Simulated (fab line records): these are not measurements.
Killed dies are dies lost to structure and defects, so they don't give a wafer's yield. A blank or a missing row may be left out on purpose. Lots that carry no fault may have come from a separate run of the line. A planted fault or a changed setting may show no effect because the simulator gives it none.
fab line records + flow n5Finfet
record
- lots=6
- wafers=17
- lastDay=17
route steps=1938 shown BEOL_M13@1693
lots untouched by any fault: they come from a run of this same line in which no faults occurred
startH: hours from the record's first day to the start of the lot's first wafer shown + waitH: time in hours since the lot's previous step + " unchanged from the row above + L1.1+2: one row covering several wafers at once + - no value present, or no start provided + * or withheld: withheld + < > ~ a bound
route shown NAME@n: a module of which the file shows steps, and the number in the route of the first + usual: mean/standard deviation of fault-free wafers + same: alike in all rows + chamber/n: place in a boat + sites: each site's reading + _std_site: the values' standard deviation + _edge_site: outer sites' mean less inner sites' + radiusMm: for every site, how far away it sits from the centre of the wafer + mask NAME#n: copy n + behind: the most recent tool/chamber to have shaped the wafer + hold: reason for holding the lot/hours on hold/outcome of the hold + device: the transistor (n, p or np) that didn't switch + end of line: tests run on the same wafers once the route is complete + a step given without rows: its recipe and nothing more + killed: the dies lost at the first sort to structure and to defects; this is not the yield of the wafer + map: the dies of a wafer, with x for killed, . for not killed, _ for no die there
set.NAME: the setting as run; set.NAME@STEP: as run at that earlier step + model.NAME: the simulator's own value behind a step, which no gauge read
lots at some steps of the route; a table a step, a row a wafer
services: when a tool's chamber went out of use (startH, in hours from the record's first day, below 0 if earlier), for how many hours, and the reason
## steps
# step N5_BEOL_M13_ETCH_67
# recipe
- chemistry=CF4
- target=SiARC
- targetDepthA=1430
- timeS=238.3
- ionEnergyEv=80
- pressureMtorr=40
- sourceW=545
- biasW=36
- Ar_flow_sccm=100
- cf4FlowSccm=100
- ends=cleared
# step N5_BEOL_M13_ETCH_68
# recipe
- chemistry=N2/H2
- target=SOC
- maskMaterial=SiARC
- sourceW=3000
- biasW=350
- tempC=40
- timeS=355
- ionEnergyEv=200
- pressureMtorr=30
- n2FlowSccm=200
- h2FlowSccm=200
# step N5_BEOL_M13_STRIP_69
# recipe
- chemistry=N2/H2
- tempC=40
- n2FlowSccm=200
- h2FlowSccm=200
- rfFrequencyHz=6e+07
# step N5_BEOL_M13_TRENCH_ETCH_34
# recipe
- chemistry=C4F8/O2/Ar
- target=SiOC
- targetDepthA=4134.7
- maskMaterial=SOC
- pressureMtorr=30
- sourceW=3000
- biasW=700
- Ar_flow_sccm=400
- C4F8_flow_sccm=15
- O2_flow_sccm=8
- heInnerTorr=15
- heOuterTorr=30
- timeS=162.6
- ionEnergyEv=250
# usual
- drypumpMotorCurrentA=5.7/0.52
- oesProductAu=0.79/0.071
- rfVppV=666/3.4
- showerheadPlenumPTorr=3.44/0.12
- throttleValvePct=24.22/0.24
| lot.wafer | tool       | chamber | startH | waitH | drypumpMotorCurrentA | oesProductAu | rfHoursCounterH | rfVppV | showerheadPlenumPTorr | throttleValvePct |
|-----------|------------|---------|--------|-------|----------------------|--------------|-----------------|--------|-----------------------|------------------|
| L363.2    | rieDiel-05 | 1       | 218.63 | 0.0   | 5.9                  | 0.74         | 193             | 668    | 3.53                  | 24.40            |
| L363.4    | "          | 2       | "      | "     | 5.4                  | 0.73         | 193             | 666    | 3.40                  | 24.56            |
| L363.6    | "          | 2       | "      | "     | 5.4                  | 0.73         | -               | 665    | 3.40                  | 24.57            |
| L364.1    | rieDiel-02 | 3       | 259.82 | 0.0   | 6.6                  | 0.89         | 36              | 667    | 3.48                  | 23.89            |
| L364.2    | "          | 0       | "      | "     | 5.1                  | 0.88         | 43              | 671    | 3.61                  | 24.50            |
| L364.4    | "          | 1       | "      | "     | 5.5                  | 0.73         | 187             | 670    | 3.51                  | 24.23            |
| L371.1    | rieDiel-05 | 1       | 302.34 | 0.0   | 5.8                  | 0.71         | 215             | 666    | 3.52                  | 24.44            |
| L371.2    | "          | 0       | "      | "     | 5.7                  | 0.89         | 36              | 663    | 3.34                  | 23.81            |
| L371.6    | "          | 2       | "      | "     | 5.4                  | 0.70         | -               | 665    | 3.38                  | 24.60            |
| L374.1    | rieDiel-02 | 2       | 309.96 | 0.0   | 5.1                  | 0.78         | 114             | 663    | 3.30                  | 24.10            |
| L374.6    | "          | 1       | "      | "     | 5.6                  | 0.72         | -               | 668    | 3.51                  | 24.26            |
| L378.2    | rieDiel-02 | 2       | 331.51 | 0.0   | 5.1                  | 0.76         | 124             | 662    | 3.29                  | 24.11            |
| L378.5    | "          | 3       | "      | "     | 6.6                  | 0.84         | -               | 665    | 3.46                  | 23.96            |
| L378.6    | "          | 0       | "      | "     | 5.1                  | 0.84         | -               | 669    | 3.60                  | 24.54            |
| L383.1    | rieDiel-02 | 1       | 361.74 | 0.0   | 5.6                  | 0.70         | 222             | 668    | 3.50                  | 24.28            |
| L383.4    | "          | 0       | "      | "     | 5.1                  | 0.83         | -               | 670    | 3.60                  | 24.54            |
| L383.6    | "          | 1       | "      | "     | 5.6                  | 0.70         | -               | 668    | 3.50                  | 24.29            |
# step N5_BEOL_M13_STRIP_70
# recipe
- chemistry=C4F8/O2/Ar
- resist=SiARC
- rfFrequencyHz=6e+07
# step N5_BEOL_M13_OCD_MEAS_35
# usual
- trenchDepthNm=414/5.8
| lot.wafer | tool   | chamber | startH | waitH | trenchDepthNm |
|-----------|--------|---------|--------|-------|---------------|
| L363.2    | ocd-02 | -       | 218.81 | 0.0   | 411           |
| L363.4    | "      | -       | "      | "     | 412           |
| L363.6    | "      | -       | "      | "     | 412           |
| L364.1    | ocd-01 | -       | 259.99 | 0.0   | 426           |
| L364.2    | "      | -       | "      | "     | 423           |
| L364.4    | "      | -       | "      | "     | 413           |
| L371.1    | ocd-02 | -       | 302.52 | 0.0   | 406           |
| L371.2    | "      | -       | "      | "     | 418           |
| L371.6    | "      | -       | "      | "     | 410           |
| L374.1    | ocd-02 | -       | 310.14 | 0.0   | 414           |
| L374.6    | "      | -       | "      | "     | 413           |
| L378.2    | ocd-01 | -       | 331.69 | 0.0   | 408           |
| L378.5    | "      | -       | "      | "     | 417           |
| L378.6    | "      | -       | "      | "     | 413           |
| L383.1    | ocd-01 | -       | 361.91 | 0.0   | 406           |
| L383.4    | "      | -       | "      | "     | 416           |
| L383.6    | "      | -       | "      | "     | 409           |
# step N5_BEOL_M13_STRIP_37
# recipe
- chemistry=N2/H2
- powerW=1000
- tempC=250
- h2Frac=0.65
- overashFraction=0.3
- pressureMtorr=withheld
- n2FlowSccm=1750
- h2FlowSccm=3250
# usual
- drypumpMotorCurrentA=5.83/0.046
- heaterPowerW=350/37
- oesProductAu=0.783/0.01
# same
- overashFraction=0.3
| lot.wafer | tool           | chamber | startH | waitH | drypumpMotorCurrentA | heaterPowerW | oesProductAu | rfHoursCounterH |
|-----------|----------------|---------|--------|-------|----------------------|--------------|--------------|-----------------|
| L363.2    | plasmaAsher-01 | 1       | 218.84 | 0.0   | 5.78                 | 310          | 0.763        | 115             |
| L363.4    | "              | 0       | "      | "     | 5.87                 | 373          | 0.785        | -               |
| L363.6    | "              | 0       | "      | "     | 5.85                 | 360          | 0.796        | -               |
| L364.1    | plasmaAsher-02 | 1       | 260.03 | 0.0   | 5.77                 | 333          | 0.786        | 71              |
| L364.2    | "              | 0       | "      | "     | 5.91                 | 402          | 0.776        | 71              |
| L364.4    | "              | 0       | "      | "     | 5.88                 | 409          | 0.784        | -               |
| L371.1    | plasmaAsher-01 | 0       | 302.56 | 0.0   | 5.84                 | 359          | 0.775        | 132             |
| L371.2    | "              | 1       | "      | "     | 5.83                 | 301          | 0.789        | 132             |
| L371.6    | "              | 0       | "      | "     | 5.84                 | 366          | 0.796        | -               |
| L374.1    | plasmaAsher-02 | 1       | 310.18 | 0.0   | 5.81                 | 335          | 0.777        | 79              |
| L374.6    | "              | 0       | "      | "     | 5.89                 | 415          | 0.800        | -               |
| L378.2    | plasmaAsher-01 | 0       | 331.72 | 0.0   | 5.84                 | 369          | 0.764        | 139             |
| L378.5    | "              | 1       | "      | "     | 5.80                 | 305          | 0.768        | -               |
| L378.6    | "              | 0       | "      | "     | 5.83                 | 358          | 0.773        | -               |
| L383.1    | plasmaAsher-01 | 0       | 361.95 | 0.0   | 5.82                 | 363          | 0.774        | 142             |
| L383.4    | "              | 1       | "      | "     | 5.82                 | 306          | 0.780        | -               |
| L383.6    | "              | 0       | "      | "     | 5.84                 | 355          | 0.785        | -               |
# step N5_BEOL_M13_ETCH_38
# recipe
- chemistry=CF4/N2
- target=SiCN
- targetDepthA=675
- taperDeg=2
- timeS=71.9
- ionEnergyEv=150
- maskMaterial=SiO2
- pressureMtorr=40
- sourceW=430
- biasW=70
- Ar_flow_sccm=100
- cf4FlowSccm=60
- n2FlowSccm=60
# step N5_BEOL_M13_PRECLEAN_39
# recipe
- chemistry=residueRemover
- timeS=60
- tempC=40
# step N5_BEOL_M13_SRD_40
# recipe
- timeS=30
- tempC=23
- rinseLiquid=diw
- dry=n2Spin
- spinRpm=1500
- dryTimeS=30
# step N5_BEOL_M13_DEGAS_41
# recipe
- ambient=vacuum
- tempC=250
- timeS=60
# usual
- heaterPowerW=323/28
| lot.wafer | tool          | chamber | startH | waitH | heaterPowerW |
|-----------|---------------|---------|--------|-------|--------------|
| L363.2    | pvdSputter-02 | -       | 219.34 | 0.2   | 334          |
| L363.4    | "             | -       | "      | "     | 340          |
| L363.6    | "             | -       | "      | "     | 346          |
| L364.1    | pvdSputter-03 | -       | 260.86 | 0.5   | 283          |
| L364.2    | "             | -       | "      | "     | 347          |
| L364.4    | "             | -       | "      | "     | 325          |
| L371.1    | pvdSputter-02 | -       | 302.99 | 0.0   | 330          |
| L371.2    | "             | -       | "      | "     | 346          |
| L371.6    | "             | -       | "      | "     | 342          |
| L374.1    | pvdSputter-02 | -       | 313.78 | 0.6   | 343          |
| L374.6    | "             | -       | "      | "     | 341          |
| L378.2    | pvdSputter-01 | -       | 332.04 | 0.1   | 262          |
| L378.5    | "             | -       | "      | "     | 314          |
| L378.6    | "             | -       | "      | "     | 353          |
| L383.1    | pvdSputter-01 | -       | 362.78 | 0.2   | 320          |
| L383.4    | "             | -       | "      | "     | 255          |
| L383.6    | "             | -       | "      | "     | 357          |
# step N5_BEOL_M13_PRE_CLEAN_42
# recipe
- gas=H2/He
- timeS=30
- tempC=250
# usual
- heaterPowerW=323/26
| lot.wafer | tool          | chamber | startH | waitH | heaterPowerW |
|-----------|---------------|---------|--------|-------|--------------|
| L363.2    | pvdSputter-02 | -       | 219.38 | 0.0   | 324          |
| L363.4    | "             | -       | "      | "     | 338          |
| L363.6    | "             | -       | "      | "     | 342          |
| L364.1    | pvdSputter-03 | -       | 260.90 | 0.0   | 280          |
| L364.2    | "             | -       | "      | "     | 342          |
| L364.4    | "             | -       | "      | "     | 316          |
| L371.1    | pvdSputter-02 | -       | 303.03 | 0.0   | 324          |
| L371.2    | "             | -       | "      | "     | 344          |
| L371.6    | "             | -       | "      | "     | 353          |
| L374.1    | pvdSputter-02 | -       | 313.82 | 0.0   | 344          |
| L374.6    | "             | -       | "      | "     | 341          |
| L378.2    | pvdSputter-01 | -       | 332.08 | 0.0   | 266          |
| L378.5    | "             | -       | "      | "     | 326          |
| L378.6    | "             | -       | "      | "     | 347          |
| L383.1    | pvdSputter-01 | -       | 362.82 | 0.0   | 323          |
| L383.4    | "             | -       | "      | "     | 265          |
| L383.6    | "             | -       | "      | "     | 352          |
# step N5_BEOL_M13_SPUTTER_43
# recipe
- material=TaN
- targetThkA=150
- tempC=50
- biasV=168.6
- powerW=15000
- chamberPressurePa=0.12
- timeS=24.19
# usual
- throttleValvePct=29.8/1
| lot.wafer | tool          | chamber | startH | waitH | throttleValvePct | model.TaN_of_BEOL_M13_SPUTTER_43.thkNm |
|-----------|---------------|---------|--------|-------|------------------|----------------------------------------|
| L363.2    | pvdSputter-02 | -       | 219.42 | 0.0   | 28.7             | 15.2                                   |
| L363.4    | "             | -       | "      | "     | 30.4             | 15.2                                   |
| L363.6    | "             | -       | "      | "     | 30.4             | 15.2                                   |
| L364.1    | pvdSputter-03 | -       | 260.94 | 0.0   | 29.8             | 14.8                                   |
| L364.2    | "             | -       | "      | "     | 27.6             | 15                                     |
| L364.4    | "             | -       | "      | "     | 29.4             | 14.8                                   |
| L371.1    | pvdSputter-02 | -       | 303.07 | 0.0   | 28.9             | 5.6                                    |
| L371.2    | "             | -       | "      | "     | 30.4             | 15.2                                   |
| L371.6    | "             | -       | "      | "     | 28.5             | 15.2                                   |
| L374.1    | pvdSputter-02 | -       | 313.86 | 0.0   | 30.4             | 5.2                                    |
| L374.6    | "             | -       | "      | "     | 30.3             | 15                                     |
| L378.2    | pvdSputter-01 | -       | 332.12 | 0.0   | 29.9             | 15.2                                   |
| L378.5    | "             | -       | "      | "     | 28.7             | 15                                     |
| L378.6    | "             | -       | "      | "     | 30.8             | 15                                     |
| L383.1    | pvdSputter-01 | -       | 362.86 | 0.0   | 28.7             | 14.8                                   |
| L383.4    | "             | -       | "      | "     | 30.0             | 14.8                                   |
| L383.6    | "             | -       | "      | "     | 30.7             | 14.8                                   |
# step N5_BEOL_M13_SPUTTER_44
# recipe
- material=Ta
- targetThkA=100
- tempC=50
- biasV=80
- powerW=15000
- chamberPressurePa=0.07
- timeS=16.13
# usual
- throttleValvePct=29.8/1
| lot.wafer | tool          | chamber | startH | waitH | throttleValvePct |
|-----------|---------------|---------|--------|-------|------------------|
| L363.2    | pvdSputter-02 | -       | 219.50 | 0.0   | 29.1             |
| L363.4    | "             | -       | "      | "     | 30.5             |
| L363.6    | "             | -       | "      | "     | 30.5             |
| L364.1    | pvdSputter-03 | -       | 261.02 | 0.0   | 29.8             |
| L364.2    | "             | -       | "      | "     | 27.9             |
| L364.4    | "             | -       | "      | "     | 29.2             |
| L371.1    | pvdSputter-02 | -       | 303.15 | 0.0   | 29.1             |
| L371.2    | "             | -       | "      | "     | 30.6             |
| L371.6    | "             | -       | "      | "     | 28.5             |
| L374.1    | pvdSputter-02 | -       | 313.94 | 0.0   | 30.4             |
| L374.6    | "             | -       | "      | "     | 30.6             |
| L378.2    | pvdSputter-01 | -       | 332.20 | 0.0   | 29.9             |
| L378.5    | "             | -       | "      | "     | 28.8             |
| L378.6    | "             | -       | "      | "     | 31.3             |
| L383.1    | pvdSputter-01 | -       | 362.94 | 0.0   | 28.7             |
| L383.4    | "             | -       | "      | "     | 29.9             |
| L383.6    | "             | -       | "      | "     | 31.2             |
# step N5_BEOL_M13_SPUTTER_45
# recipe
- material=Cu
- targetThkA=800
- tempC=-20
- biasV=60
- powerW=26000
- chamberPressurePa=0.13
- timeS=13.33
# step N5_BEOL_M13_ECD_47
# recipe
- material=Cu
- targetThkA=9360
# step N5_BEOL_M13_ANNEAL_48
# recipe
- tempC=225
- timeS=90
- ambient=N2
# step N5_BEOL_M13_CMP_49
# recipe
- stopOn=SiOC
- tOverpolishS=17.1
- downForcePsi=1
- platenRpm=50
- clearingPlatenDownForcePsi=1.5
- clearingPlatenRpm=50
- postCmpClean=cuAlkaline
- targetThkNm=420
- clearingPlatenPadVelocityMS=0.99484
- padVelocityMS=0.99484
# usual
- barrierFieldEndpointS=30.4/0.62
- motorCurrentA=6.0/0.67
- slurryFilterDpKPa=13.51/0.14
| lot.wafer | tool   | chamber | startH | waitH | barrierFieldEndpointS | motorCurrentA | slurryFilterDpKPa | model.Cu_of_BEOL_M13_ECD_47.thkNm |
|-----------|--------|---------|--------|-------|-----------------------|---------------|-------------------|-----------------------------------|
| L363.2    | cmp-03 | 2       | 220.40 | 0.2   | 30.5                  | 5.1           | 13.33             | 416.8                             |
| L363.4    | "      | 3       | "      | "     | 30.4                  | 6.9           | 13.47             | 418.6                             |
| L363.6    | "      | 2       | "      | "     | 30.5                  | 5.4           | 13.49             | 418.8                             |
| L364.2    | cmp-03 | 1       | 261.68 | 0.2   | 29.9                  | 5.4           | 13.32             | 429.4                             |
| L364.4    | "      | 3       | "      | "     | 31.5                  | 6.4           | 13.58             | 420                               |
| L364.1    | "      | 0       | "      | "     | 30.3                  | 6.1           | 13.26             | 432.2                             |
| L371.2    | cmp-03 | 2       | 304.14 | 0.2   | 29.6                  | 5.5           | 13.39             | 422                               |
| L371.1    | "      | 0       | "      | "     | 18.5                  | 6.2           | 13.63             | 421.2                             |
| L371.6    | "      | 3       | "      | "     | 30.5                  | 6.5           | 13.43             | 415.2                             |
| L374.1    | cmp-04 | 0       | 314.67 | 0.3   | 18.3                  | 5.4           | 13.64             | 432.4                             |
| L374.6    | "      | 2       | "      | "     | 30.1                  | 5.6           | 13.33             | 419.8                             |
| L378.2    | cmp-04 | 2       | 333.24 | 0.2   | 29.5                  | 5.3           | 13.46             | 413.4                             |
| L378.5    | "      | 2       | "      | "     | 30.5                  | 5.6           | 13.73             | 422.6                             |
| L378.6    | "      | 3       | "      | "     | 29.3                  | 6.2           | 13.78             | 419.2                             |
| L383.4    | cmp-02 | 1       | 365.16 | 0.1   | 31.5                  | 5.6           | 13.51             | 423.2                             |
| L383.1    | "      | 2       | "      | "     | 32.4                  | 5.6           | 13.76             | 414                               |
| L383.6    | "      | 2       | "      | "     | 32.1                  | 5.7           | 13.51             | 414.8                             |
# step N5_BEOL_M13_THK_MEAS_50
# recipe
- thkMeasGauge=xrf
- reads=Cu_of_BEOL_M13_ECD_47
# usual
- M13_THK=432/7.4
| lot.wafer | tool         | chamber | startH | waitH | M13_THK[nm] |
|-----------|--------------|---------|--------|-------|-------------|
| L363.2    | filmMetro-02 | -       | 220.69 | -     | 437         |
| L363.4    | "            | -       | "      | "     | 437         |
| L363.6    | "            | -       | "      | "     | 436         |
| L364.1    | filmMetro-01 | -       | 261.97 | -     | 446         |
| L364.2    | "            | -       | "      | "     | 443         |
| L364.4    | "            | -       | "      | "     | 433         |
| L371.1    | filmMetro-01 | -       | 304.43 | -     | 424         |
| L371.2    | "            | -       | "      | "     | 426         |
| L371.6    | "            | -       | "      | "     | 418         |
| L374.1    | filmMetro-01 | -       | 314.89 | -     | 447         |
| L374.6    | "            | -       | "      | "     | 436         |
| L378.2    | filmMetro-01 | -       | 333.54 | -     | 424         |
| L378.5    | "            | -       | "      | "     | 435         |
| L378.6    | "            | -       | "      | "     | 432         |
| L383.1    | filmMetro-02 | -       | 365.45 | -     | 426         |
| L383.4    | "            | -       | "      | "     | 435         |
| L383.6    | "            | -       | "      | "     | 430         |
## services
| tool           | chamber | startH | hours | kind                          |
|----------------|---------|--------|-------|-------------------------------|
| rieDiel-05     | -       | 197.43 | 0.5   | repair                        |
| cmp-04         | -       | 212.57 | 4.0   | pm                            |
| cmp-04         | -       | 216.57 | -     | consumableReplace:conditioner |
| cmp-04         | -       | 216.57 | -     | consumableReplace:pad         |
| cmp-04         | -       | 253.81 | 6.2   | pm                            |
| plasmaAsher-02 | -       | 261.19 | 2.8   | pm                            |
| cmp-03         | -       | 263.69 | 4.0   | pm                            |
| cmp-03         | -       | 267.69 | -     | consumableReplace:conditioner |
| cmp-03         | -       | 267.69 | -     | consumableReplace:pad         |
| cmp-03         | -       | 269.16 | 8.9   | pm                            |
| plasmaAsher-01 | -       | 282.59 | 1.4   | repair                        |
| rieDiel-05     | 3       | 298.23 | 8.0   | repair                        |
| plasmaAsher-02 | -       | 307.61 | 2.4   | repair                        |
| rieDiel-02     | 0       | 316.48 | 3.8   | repair                        |
| rieDiel-02     | 0       | 333.06 | 3.4   | repair                        |
| pvdSputter-03  | -       | 340.21 | 4.5   | repair                        |
| plasmaAsher-01 | -       | 349.76 | 10.1  | repair                        |
| rieDiel-02     | 2       | 359.03 | 13.7  | repair                        |
## key
firstSign
- step=N5_BEOL_M13_CMP_49
- reading=barrierFieldEndpointS
- direction=down
- sigmas=19
- usual=30.4
- struck=18.4
effect none on later readings
modelEffect
- step=N5_BEOL_M13_SPUTTER_43
- value=TaN_of_BEOL_M13_SPUTTER_43.thkNm
- without=15.1
- struck=5.4
modelEffect
- step=N5_BEOL_M13_CMP_49
- value=Cu_of_BEOL_M13_ECD_47.thkNm
- without=417.1
- struck=426.8
metAt N5_BEOL_M13_SPUTTER_43
struckWafers L371.1,L374.1
onsetBetween 219.42 303.07
fault
- kind=processParameterDrift
- tool=pvdSputter-02
- chamber=-
- onsetH=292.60
- steps=N5_BEOL_M13_SPUTTER_43
- channel=timeS
- offset=*
- shape=step
- endH=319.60
- scope=struckWafersOnly
- actsIn=*
- stated=*
